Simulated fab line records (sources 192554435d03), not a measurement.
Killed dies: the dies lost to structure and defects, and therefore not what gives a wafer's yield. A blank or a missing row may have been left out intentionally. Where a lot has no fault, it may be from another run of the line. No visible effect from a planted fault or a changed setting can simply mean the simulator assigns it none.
Split-lot experiment || flow n5Finfet || route with 1938 steps; 7 lots, 21 wafers read

## ABOUT THE SPLIT
At N5_MOL_CONTACT_COAG_EXPOSE_05 (exposes mask CA, defocus 0 nm), the setting doseMj was moved away from the recipe's 38.25 on 11 of the 21 wafers read, by -6.4% to +7.1%. All remaining wafers had this setting at the recipe value.

## FROM THE SPLIT TO THE READING: what the file shows between them, 12 steps
- N5_MOL_CONTACT_COAG_PEB_06: peb time 60 s
- N5_MOL_CONTACT_COAG_DEVELOP_07: develop time 30 s
- N5_MOL_CONTACT_COAG_CD_MEAS_08: target cd 28 nm
- N5_MOL_CONTACT_COAG_DESCUM_13: chemistry O2, time 7 s
- N5_MOL_CONTACT_COAG_ETCH_59: etches underlayer in N2/H2, target depth 13 nm, time 10.4 s
- N5_MOL_CONTACT_COAG_ETCH_105: etches SiARC in CF4, target depth 15.6 nm, time 26 s
- N5_MOL_CONTACT_COAG_ETCH_106: etches SOC in N2/H2, target depth 80 nm, overetch 16 nm, time 120 s
- N5_MOL_CONTACT_COAG_CONTACT_ETCH_14: etches SiO2 in C4F6/O2, target depth 27.5 nm, overetch 8.5 nm, time 20 s
- N5_MOL_CONTACT_COAG_STRIP_109: strips in C4F6/O2
- N5_MOL_CONTACT_COAG_ETCH_15: etches SiNx in CH3F/O2, stops on Si:P, target depth 7 nm
- N5_MOL_CONTACT_COAG_ETCH_110: etches Si in CF4/O2, target depth 2.5 nm, time 8 s
- N5_MOL_CONTACT_COAG_STRIP_98: strips in N2/H2

## THE READING
At N5_MOL_CONTACT_COAG_CD_MEAS_99: cdNm in nanometres, against a target cd of 17.2 nm. Fault-free wafers of this fab line usually give 17.1 nm, standard deviation 0.42 nm.

{"wafer": "L078.1", "tool, chamber at the split": "euvScanner-02, 0", "doseMj as run": 38.25, "against the recipe": "recipe", "cdNm, nm": 16.9, "against lot-mates on the recipe": "-"}
{"wafer": "L078.3", "tool, chamber at the split": "euvScanner-02, 0", "doseMj as run": 37.28, "against the recipe": "-2.5%", "cdNm, nm": 16.1, "against lot-mates on the recipe": -0.8}
{"wafer": "L078.4", "tool, chamber at the split": "euvScanner-02, 0", "doseMj as run": 37.28, "against the recipe": "-2.5%", "cdNm, nm": 16.4, "against lot-mates on the recipe": -0.5}
{"wafer": "L079.2", "tool, chamber at the split": "euvScanner-02, 0", "doseMj as run": 40.97, "against the recipe": "+7.1%", "cdNm, nm": 18.3, "against lot-mates on the recipe": "+1.8"}
{"wafer": "L079.5", "tool, chamber at the split": "euvScanner-02, 0", "doseMj as run": 38.25, "against the recipe": "recipe", "cdNm, nm": 16.5, "against lot-mates on the recipe": "-"}
{"wafer": "L079.6", "tool, chamber at the split": "euvScanner-02, 0", "doseMj as run": 40.97, "against the recipe": "+7.1%", "cdNm, nm": 18.2, "against lot-mates on the recipe": "+1.7"}
{"wafer": "L081.3", "tool, chamber at the split": "euvScanner-01, 0", "doseMj as run": 40.01, "against the recipe": "+4.6%", "cdNm, nm": 18.4, "against lot-mates on the recipe": "+0.9"}
{"wafer": "L081.5", "tool, chamber at the split": "euvScanner-01, 0", "doseMj as run": 38.25, "against the recipe": "recipe", "cdNm, nm": 17.2, "against lot-mates on the recipe": "-"}
{"wafer": "L081.6", "tool, chamber at the split": "euvScanner-01, 0", "doseMj as run": 38.25, "against the recipe": "recipe", "cdNm, nm": 17.7, "against lot-mates on the recipe": "-"}
{"wafer": "L083.3", "tool, chamber at the split": "euvScanner-02, 0", "doseMj as run": 40.45, "against the recipe": "+5.8%", "cdNm, nm": 18.6, "against lot-mates on the recipe": "+1.3"}
{"wafer": "L083.4", "tool, chamber at the split": "euvScanner-02, 0", "doseMj as run": 38.25, "against the recipe": "recipe", "cdNm, nm": 17.3, "against lot-mates on the recipe": "-"}
{"wafer": "L083.5", "tool, chamber at the split": "euvScanner-02, 0", "doseMj as run": 40.45, "against the recipe": "+5.8%", "cdNm, nm": 18.7, "against lot-mates on the recipe": "+1.4"}
{"wafer": "L085.3", "tool, chamber at the split": "euvScanner-02, 0", "doseMj as run": 35.82, "against the recipe": "-6.4%", "cdNm, nm": 16.3, "against lot-mates on the recipe": -0.8}
{"wafer": "L085.4", "tool, chamber at the split": "euvScanner-02, 0", "doseMj as run": 35.82, "against the recipe": "-6.4%", "cdNm, nm": 15.2, "against lot-mates on the recipe": -1.9}
{"wafer": "L085.5", "tool, chamber at the split": "euvScanner-02, 0", "doseMj as run": 38.25, "against the recipe": "recipe", "cdNm, nm": 17.1, "against lot-mates on the recipe": "-"}
{"wafer": "L090.1", "tool, chamber at the split": "euvScanner-01, 0", "doseMj as run": 38.25, "against the recipe": "recipe", "cdNm, nm": 16.9, "against lot-mates on the recipe": "-"}
{"wafer": "L090.3", "tool, chamber at the split": "euvScanner-01, 0", "doseMj as run": 38.25, "against the recipe": "recipe", "cdNm, nm": 16.9, "against lot-mates on the recipe": "-"}
{"wafer": "L090.4", "tool, chamber at the split": "euvScanner-01, 0", "doseMj as run": 38.25, "against the recipe": "recipe", "cdNm, nm": 17.0, "against lot-mates on the recipe": "-"}
{"wafer": "L095.4", "tool, chamber at the split": "euvScanner-02, 0", "doseMj as run": 37.2, "against the recipe": "-2.7%", "cdNm, nm": 16.4, "against lot-mates on the recipe": "+0.1"}
{"wafer": "L095.5", "tool, chamber at the split": "euvScanner-02, 0", "doseMj as run": 38.25, "against the recipe": "recipe", "cdNm, nm": 16.3, "against lot-mates on the recipe": "-"}
{"wafer": "L095.6", "tool, chamber at the split": "euvScanner-02, 0", "doseMj as run": 37.2, "against the recipe": "-2.7%", "cdNm, nm": 16.2, "against lot-mates on the recipe": -0.1}

THE FIT
A straight line over all 21 wafers: cdNm changes by +0.225 nm for each +1% of doseMj; r = +0.92; the points scatter about the line by 0.39 nm.
The same after taking each lot's own level away (the mean of its wafers on the recipe; 21 wafers): +0.218 nm for each +1%; r = +0.95; scatter 0.28 nm.
The reading moves by 1.5 nm for the largest change in doseMj, on that fit.
From 16.30 to 17.45 nm: that is the span of the lots' own levels, equal to 2.7 times the standard deviation above.
So the lot-to-lot level changes the slope little: the two slopes agree.
Check: with one of the wafers moved furthest among these (+7.1%) left out of the fit, the line predicts +1.58 nm for it against its lot-mates. Against them it came out at +1.8 nm.

## THE WHOLE CHAIN: every reading that the file lists as answering this split, in the file's order
{"step": "N5_MOL_CONTACT_COAG_CD_MEAS_08", "what it does": "target cd 28 nm", "reading": "cdNm", "change (the file's fit)": "+0.206 nm for each +1% of the setting", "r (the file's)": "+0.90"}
{"step": "N5_MOL_CONTACT_COAG_ETCH_59", "what it does": "etches underlayer in N2/H2, target depth 13 nm, time 10.4 s", "reading": "MOL_CONTACT_COAG.cdOffsetNm (the simulator's own value, which no gauge read)", "change (the file's fit)": "+0.218 nm for each +1% of the setting", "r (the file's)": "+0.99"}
{"step": "N5_MOL_CONTACT_COAG_ETCH_15", "what it does": "etches SiNx in CH3F/O2, stops on Si:P, target depth 7 nm", "reading": "MOL_CONTACT_COAG.cdOffsetNm (the simulator's own value, which no gauge read)", "change (the file's fit)": "+0.234 nm for each +1% of the setting", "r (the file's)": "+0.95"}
{"step": "N5_MOL_CONTACT_COAG_CD_MEAS_99", "what it does": "target cd 17.2 nm", "reading": "cdNm", "change (the file's fit)": "+0.22 nm for each +1% of the setting", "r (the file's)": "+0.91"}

## THE FILE'S OWN FIT
cdNm changes by +0.22 nm for each +1% of doseMj, r = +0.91.
